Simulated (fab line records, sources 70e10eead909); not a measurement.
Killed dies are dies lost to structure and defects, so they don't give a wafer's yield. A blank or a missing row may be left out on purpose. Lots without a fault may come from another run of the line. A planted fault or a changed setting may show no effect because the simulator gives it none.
Which tool did it? | flow nand_harc | 14 lots, 42 wafers sampled, at 4 steps of a route of 1302

WHAT THE GAUGES READ, wafer by wafer
NHARC_P_CONTACT_OVL_MEAS_13.
lot  | measured     | on         | overlay_x_nm (nm) | overlay_y_nm (nm)
L711 | day 6 02:18  | overlay-02 | -0.6 -0.6 -0.3    | -0.1 0.2 0.0
L712 | day 6 20:02  | overlay-02 | -0.5 -1.5 -0.8    | 0.4 0.1 0.4
L713 | day 6 21:50  | overlay-02 | -0.2 -1.0 -1.0    | 0.0 -0.5 0.4
L716 | day 7 23:05  | overlay-02 | 0.9 0.9 0.4       | -0.9 -1.2 -0.8
L717 | day 8 08:14  | overlay-02 | 0.5 1.2 0.5       | 0.4 0.3 -0.2
L718 | day 9 00:45  | overlay-01 | -0.6 -1.0 -0.6    | -0.1 -0.3 -0.1
L719 | day 9 00:55  | overlay-02 | -1.6 -1.2 -1.4    | 0.2 0.3 0.3
L728 | day 13 00:23 | overlay-01 | 0.3 0.0 0.7       | -0.1 -0.5 0.1
L729 | day 13 08:24 | overlay-02 | -0.6 -0.2 0.0     | 1.1 0.5 0.9
L730 | day 14 02:16 | overlay-01 | 0.6 0.2 0.1       | -0.3 0.1 -0.2
L731 | day 14 10:13 | overlay-01 | -1.2 -1.0 -0.3    | -1.1 -1.0 -1.3
L733 | day 14 23:54 | overlay-02 | -1.3 -0.9 -1.2    | 0.0 0.1 -0.3
L732 | day 15 00:47 | overlay-02 | 0.0 0.0 0.2       | 0.1 -0.1 0.1
L734 | day 15 10:04 | overlay-01 | -1.3 -1.1 -1.1    | 0.9 1.5 1.3

NHARC_P_M0_OVL_MEAS_10: pitch 180 nm.
lot  | measured     | on         | overlay_x_nm (nm) | overlay_y_nm (nm)
L711 | day 6 06:28  | overlay-01 | -0.3 -0.6 -0.9    | -0.4 0.0 -0.1
L712 | day 7 00:11  | overlay-01 | -0.1 0.6 1.3      | 0.1 0.0 -0.1
L713 | day 7 02:00  | overlay-01 | -0.4 -0.2 -0.2    | -1.1 -1.7 -1.1
L716 | day 8 03:10  | overlay-01 | -0.8 -0.4 -0.3    | 0.5 0.8 1.0
L717 | day 8 12:25  | overlay-01 | 1.4 1.1 0.8       | -1.0 -1.1 -1.7
L718 | day 9 05:23  | overlay-01 | 0.1 0.0 0.0       | -0.7 -0.1 -0.6
L719 | day 9 06:04  | overlay-02 | 0.6 0.9 0.2       | 0.0 0.2 -0.3
L728 | day 13 04:58 | overlay-01 | 0.3 0.6 0.3       | 0.7 0.7 0.5
L729 | day 13 12:32 | overlay-01 | -0.3 -0.2 -0.4    | -1.2 -1.0 -0.6
L730 | day 14 06:28 | overlay-01 | -0.6 -0.6 -0.7    | -0.4 0.2 -0.1
L731 | day 14 14:23 | overlay-01 | -0.1 -0.1 -0.4    | -1.1 -1.6 -1.6
L733 | day 15 03:59 | overlay-02 | 0.3 0.2 -0.1      | -0.6 -0.9 -0.6
L732 | day 15 04:58 | overlay-01 | 0.4 1.1 0.1       | 0.0 0.2 0.3
L734 | day 15 14:09 | overlay-01 | -0.4 -0.3 0.0     | 0.9 0.5 0.5

NHARC_P_M1_CD_MEAS_09: target cd 130 nm.
lot  | measured     | on        | cd_nm (nm)
L711 | day 6 10:28  | cd_sem-01 | 129.5 129.4 129.4
L712 | day 7 04:08  | cd_sem-01 | 129.0 129.7 129.9
L713 | day 7 05:50  | cd_sem-03 | 129.8 130.4 130.3
L716 | day 8 07:07  | cd_sem-01 | 129.9 130.0 129.7
L717 | day 8 16:18  | cd_sem-03 | 129.6 130.5 130.2
L718 | day 9 09:21  | cd_sem-02 | 129.8 129.7 129.1
L719 | day 9 10:02  | cd_sem-01 | 130.6 130.9 131.4
L728 | day 13 09:01 | cd_sem-03 | 130.5 130.1 130.4
L729 | day 13 16:29 | cd_sem-03 | 130.2 129.7 130.2
L730 | day 14 10:31 | cd_sem-03 | 130.0 129.8 129.7
L731 | day 14 18:26 | cd_sem-01 | 130.3 130.3 130.3
L733 | day 15 08:12 | cd_sem-02 | 130.4 130.6 130.2
L732 | day 15 08:58 | cd_sem-02 | 130.3 129.9 129.6
L734 | day 15 18:46 | cd_sem-01 | 129.2 129.8 129.7

WHICH TOOL RAN EACH LOT (tool, then ch and the chambers of the sampled wafers, then the start)
lot  | NHARC_P_M0_ANNEAL_30
L711 | rtp_anneal-01 ch 0, day 6 08:14
L712 | rtp_anneal-02 ch 0, day 7 01:58
L713 | rtp_anneal-02 ch 0, day 7 03:51
L716 | rtp_anneal-02 ch 0, day 8 05:03
L717 | rtp_anneal-01 ch 0, day 8 14:13
L718 | rtp_anneal-02 ch 0, day 9 07:11
L719 | rtp_anneal-02 ch 0, day 9 07:53
L728 | rtp_anneal-02, day 13 06:49
L729 | rtp_anneal-01, day 13 14:17
L730 | rtp_anneal-01 ch 0, day 14 08:19
L731 | rtp_anneal-01 ch 0, day 14 16:20
L733 | rtp_anneal-02 ch 0, day 15 06:05
L732 | rtp_anneal-02 ch 0, day 15 06:44
L734 | rtp_anneal-01 ch 0, day 15 16:35
- NHARC_P_M0_ANNEAL_30: time 90 s.

WHAT THE TOOLS THEMSELVES READ (means of the sampled wafers that have a number; where no wafer has one, the mark that the record gives instead)
NHARC_P_M0_ANNEAL_30.
lot  | tool          | anneal_temp_c (C) | anneal_temp_c_max | wafer_temp_C_max
L711 | rtp_anneal-01 | 225.22            | 226.54            | 226.03
L712 | rtp_anneal-02 | 224.99            | 226.06            | 225.59
L713 | rtp_anneal-02 | 225.13            | 226.33            | 225.67
L716 | rtp_anneal-02 | 224.88            | 226.33            | 225.66
L717 | rtp_anneal-01 | 224.91            | 226.05            | 226.08
L718 | rtp_anneal-02 | 225.25            | 226.39            | 225.90
L719 | rtp_anneal-02 | 225.09            | 226.28            | 225.72
L728 | rtp_anneal-02 | -                 | -                 | -
L729 | rtp_anneal-01 | -                 | -                 | -
L730 | rtp_anneal-01 | 225.09            | 226.15            | 225.94
L731 | rtp_anneal-01 | 224.88            | 226.28            | 226.31
L733 | rtp_anneal-02 | 224.82            | 225.99            | 225.85
L732 | rtp_anneal-02 | 225.16            | 226.21            | 225.80
L734 | rtp_anneal-01 | 225.18            | 226.39            | 226.00

THE ANSWER, worked out from the rows above alone
Rule: what is usual is taken from the lots themselves. Put in order of their means at a reading, lots are off if they are a third of the lots or fewer, leave a main group of 4 or more, and stand apart from it by a gap of 3 or more times the standard deviation of the main group's means; of several such gaps the widest counts. A main group whose means are all the same, to the digits that the tables above print for the reading, isn't used. A lot without any number at a reading at which 4 lots or more have one is off too. The other lots that the step has rows for count as sound. The gauges are gone through in route order, then the tools' own readings, and for those a lot's mean is taken as printed above. The first step at which some lot is off is used, and at that step the reading that is off furthest; a lot without a number counts as furthest.
Off: L728, L729, at NHARC_P_M0_ANNEAL_30 (anneal_temp_c). Without a number there: L728, L729. The main group: mean 225.05 C, standard deviation 0.14.
A tool fits if, at that step or a process step before it, it ran every lot that is off, and no sound lot after the first of them. None of those tried fits.

WHAT THE SIMULATOR HAD PUT IN
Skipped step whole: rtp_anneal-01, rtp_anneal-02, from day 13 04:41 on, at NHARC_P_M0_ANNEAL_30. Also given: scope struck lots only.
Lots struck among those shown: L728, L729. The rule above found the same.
